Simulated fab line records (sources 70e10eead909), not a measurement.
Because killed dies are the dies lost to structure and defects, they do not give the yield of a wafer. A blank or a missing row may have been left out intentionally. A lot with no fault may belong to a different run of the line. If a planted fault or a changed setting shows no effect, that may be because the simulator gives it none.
Matching of chambers -- flow nand-harc -- pecvd-01 running NHARC_A_STAIRCASE_DEP_322: 3 sister chambers
The step deposits SiO2, target thk 3800 nm. 18 wafers are shown with their chamber, then 9 later ones without.

WAFERS PAIRED WITH THEIR CHAMBERS
wafer,chamber,heater-power-w (W)
L074.1,1,749
L074.2,0,565
L074.6,1,620
L076.2,1,732
L076.3,2,596
L076.6,2,511
L076.1,0,577
L076.4,0,534
L076.5,1,633
L080.1,0,674
L080.4,2,514
L080.6,0,547
L081.1,1,617
L081.2,0,632
L081.5,2,504
L090.2,2,647
L090.4,2,502
L090.6,0,544

SIGNATURES, as means of the wafers listed above
reading,chamber 0,chamber 1,chamber 2,scatter within a chamber
heater-power-w,581.86,670.20,545.67,58.7
Rule: for each reading, subtract the chamber's mean from the wafer's reading, divide by that reading's scatter and square the result; add these up over the readings and take the root, which gives the wafer's distance from the chamber. If the next closest chamber is less than 2 further off than the closest, the wafer can't be placed; otherwise it belongs to the closest. The scatter is the square root of a quotient: the sum, over the shown wafers, of each reading's squared deviation from its chamber's mean, divided by wafers minus chambers.

WAFERS MISSING THEIR CHAMBER
wafer,heater-power-w (W)
L093.1,743
L093.2,635
L093.3,686
L094.3,648
L094.4,620
L094.6,498
L097.1,738
L097.2,592
L097.6,512

WHICH CHAMBER EACH ONE RAN IN
wafer,from the rows above,in truth
L093.1,can't be placed: 1 or 0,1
L093.2,can't be placed: 1 or 0 or 2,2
L093.3,can't be placed: 1 or 0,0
L094.3,can't be placed: 1 or 0 or 2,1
L094.4,can't be placed: 0 or 1 or 2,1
L094.6,can't be placed: 2 or 0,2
L097.1,can't be placed: 1 or 0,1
L097.2,can't be placed: 0 or 2 or 1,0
L097.6,can't be placed: 2 or 0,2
Correctly placed: 0 of 9. Can't be placed from these rows: 9 (the true chamber is among the candidates in 9). Number placed wrongly: 0.
